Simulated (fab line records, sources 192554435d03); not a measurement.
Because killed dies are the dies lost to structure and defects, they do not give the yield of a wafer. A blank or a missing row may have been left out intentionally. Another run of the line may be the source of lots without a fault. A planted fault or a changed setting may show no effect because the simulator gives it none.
Struck lot and sound lot, side by side + flow n5_finfet + 38 steps out of a route of 1938
Sound: these wafers, L913.1, L913.5, L913.6. Wafers L907.1, L907.3, L907.4 were the ones struck. The cause is given at the end.
For every step that has rows: the tool of each side, followed by ch and its chambers, followed by its first start. Under that, the readings that differ: sound wafers + struck wafers + difference of the means + sigmas: that difference in standard deviations of wafers without a fault.
alike: readings whose means differ by less than 2 such deviations, and words and numbers that are the same on both sides. not compared: withheld readings, readings that some wafer has no value for, bounds like >300 that may hide the same value, and numbers for which the record gives no deviation and whose values overlap.
The two part at a step that has a row with sigmas, a row that says differs or no value, or rows on one side only. Numbers that don't overlap but have no deviation are shown without sigmas and don't part them. Lack of a reading on every wafer of one side parts them only where that side has two or more wafers.

first, 12 steps without rows for these wafers: N5_SD_EPI_P_STRIP_38 (strips in N2/H2); N5_SD_EPI_P_ETCHBACK_46 (etches SiNx in CH3F/O2, stops on SiO2, target depth 17.5 nm); N5_SD_EPI_P_ETCH_47 (etches SiOCN in CH3F/O2, target depth 25 nm); N5_SD_EPI_P_ETCH_16 (etches SiO2 in CHF3/O2, target depth 5 nm); N5_SD_EPI_P_STRIP_50 (strips in CHF3/O2); N5_SD_EPI_P_SD_RECESS_17 (chemistry HBr/Cl2/O2, target depth 39.1 nm, bt time 3 s); N5_SD_EPI_P_WET_ETCH_45 (etches SiO2 in dHF, time 10.7 s, target depth 2 nm, rinse time 30 s); N5_SD_EPI_P_STRIP_40 (strips in N2/H2); N5_SD_EPI_P_PRECLEAN_52 (cleans in O3/DIW, time 60 s); N5_SD_EPI_P_SRD_20 (time 30 s); N5_SD_EPI_P_PRECLEAN_51 (cleans in NF3:NH3, afs cycles 1, time 20 s, sublimation time 60 s); N5_SD_EPI_P_VAPOR_ETCH_44 (etches SiGe30 in NF3/Ar, time 3.3 s).
N5_SD_EPI_P_EPI_21: deposits SiGe:B, time 355 s.
  sound on epi_rpcvd-02 ch 0, day 8 20:22; struck on epi_rpcvd-01 ch 0, day 7 08:37
| reading                                     | sound             | struck         | difference | sigmas      |
|---------------------------------------------|-------------------|----------------|------------|-------------|
| chamber_pressure_Torr (Torr)                | 20.00 20.01 19.93 | 8.77 8.81 8.84 | -11.17     | -99 or more |
| model.SiGe-B_of_SD_EPI_P_EPI_21.thk_nm (nm) | 60 60.2 61        | 44.6 44.2 44.6 | -15.9      |             |
  alike: susceptor_temp_C_max
N5_SD_EPI_P_EPI_MEAS_23:
  sound: film_metro-02 at day 8 22:33; struck: film_metro-01 at day 7 11:31
| reading     | sound          | struck         | difference | sigmas |
|-------------|----------------|----------------|------------|--------|
| thk_nm (nm) | 59.1 60.8 60.4 | 43.9 43.8 45.9 | -15.6      | -13    |
then, 8 steps without rows for these wafers: N5_SD_EPI_P_HM_STRIP_48 (strips SiNx in H3PO4, material SiNx, target depth 3 nm); N5_SD_EPI_P_SRD_49 (time 30 s); N5_SD_EPI_P_PRECLEAN_24 (cleans in O3/DIW, time 45 s); N5_SD_EPI_P_PRECLEAN_32 (cleans in dHF, time 10 s); N5_SD_EPI_P_PRECLEAN_33 (cleans in SC2, time 45 s); N5_SD_EPI_P_SRD_25 (time 30 s); N5_SD_ACTIVATION_RTA_00 (time 0 s); N5_SD_ACTIVATION_LSA_01 (time 0.0008 s).
N5_SD_ACTIVATION_RS_MEAS_03: measurement is done with a four-point probe.
  sound: film_metro-01 at day 8 23:10; struck: film_metro-02 at day 7 12:29
| reading          | sound          | struck         | difference | sigmas |
|------------------|----------------|----------------|------------|--------|
| RS_SD_P (ohm/sq) | 57.0 56.5 56.2 | 96.3 97.2 96.3 | +40.0      | +44    |
  alike: RS_SD_N
then, 12 steps without rows for these wafers: N5_ILD0_LINER_00 (material SiNx, target thk 4 nm, pulse time 1 s, purge time 2 s); N5_ILD0_FCVD_FILL_01 (material SiO2 flowable, target thk 200 nm, time 328.3 s); N5_ILD0_CURE_02 (time 1800 s); N5_ILD0_CMP_03 (polishes, stops on SiNx, t overpolish 1.9 s, target thk 197.38 nm); N5_ILD0_CMP_07 (polishes SiO2 flowable, stops on poly-Si, t overpolish 1.18 s, target thk 138.88 nm); N5_ILD0_PRECLEAN_10 (cleans in NF3:NH3, afs cycles 5, time 20 s, sublimation time 60 s); N5_ILD0_ALD_15 (deposits SiNx, target thk 24 nm, pulse time 1 s, ald cycles 480); N5_ILD0_CMP_12 (polishes SiNx, stops on poly-Si, t overpolish 6 s, target thk 17.67 nm); N5_SDB_HM_DEP_00 (deposits SiNx from SiH4/NH3/N2, target thk 40 nm, time 35.3 s); N5_SDB_COAT_03 (time 60 s, resist thk 100 nm); N5_SDB_COAT_04 (time 60 s, resist thk 18 nm); N5_SDB_COAT_05 (resist thk 90 nm).
N5_MOL_CONTACT_COAG_ETCH_110: etches Si in CF4/O2, target depth 2.5 nm, time 8 s.
  sound on rie_diel-01 ch 0,2,3, day 10 05:28; struck on rie_diel-01 ch 1,2,3, day 8 18:07
| reading                                     | sound          | struck         | difference | sigmas |
|---------------------------------------------|----------------|----------------|------------|--------|
| model.SiGe-B_of_SD_EPI_P_EPI_21.thk_nm (nm) | 57.2 57.4 58.2 | 42.4 42.2 42.4 | -15.3      |        |
  alike: drypump_motor_current_A, oes_product_au, rf_vpp_V, showerhead_plenum_p_Torr, throttle_valve_pct
  not compared: rf_hours_counter_h
-- a jump in the record: the struck wafers' starts before and after are 3 days apart (it breaks off in module MOL_CONTACT_COAG and resumes in module BEOL_M4, where the first step shown is number 1111 of the route) --
N5_BEOL_M4_RC_MEAS_101:
  sound on prober-02 ch 0, day 13 23:58; struck on prober-02 ch 0, day 11 22:40
| reading             | sound          | struck            | difference | sigmas |
|---------------------|----------------|-------------------|------------|--------|
| ION_P (uA/um)       | 461 458 469    | 435 422 435       | -32        | -3     |
| RC_DENSE_P (ohm.um) | 23.3 25.2 25.7 | 27.8 27.4 27.0    | +2.7       | +3     |
| RC_P (ohm.um)       | 19.0 20.5 20.8 | 22.7 22.5 22.0    | +2.3       | +4     |
| REXT_P (ohm.um)     | 98.9 99.2 99.8 | 138.0 140.4 136.6 | +39.0      | +13    |
| RS_SD_P (ohm/sq)    | 66.4 66.4 65.9 | 111.3 111.9 110.4 | +45.0      | +47    |
| VT_P (mV)           | -250 -252 -248 | -261 -264 -259    | -11        | -3     |
| VT_P_LVT (mV)       | -98 -101 -97   | -109 -110 -107    | -10        | -3     |
  alike: DIBL_N, DIBL_P, IOFF_N, IOFF_P, ION_N, SS_N, SS_P, VT_N
-- a jump in the record: the struck wafers' starts before and after are 5 days apart (it breaks off in module BEOL_M4 and resumes in module PASSIVATION, where the first step shown is number 1936 of the route) --
N5_PASSIVATION_PROBE_49:
  rows exist in the record for the struck wafers here (prober-02, day 16 20:34), but not for the sound ones

## WHERE THEY PART
Last at N5_PASSIVATION_PROBE_49 as far as this record goes, first at N5_SD_EPI_P_EPI_21.

WHY: what the simulator had put in
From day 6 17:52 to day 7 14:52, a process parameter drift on epi_rpcvd-01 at N5_SD_EPI_P_EPI_21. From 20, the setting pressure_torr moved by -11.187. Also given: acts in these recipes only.
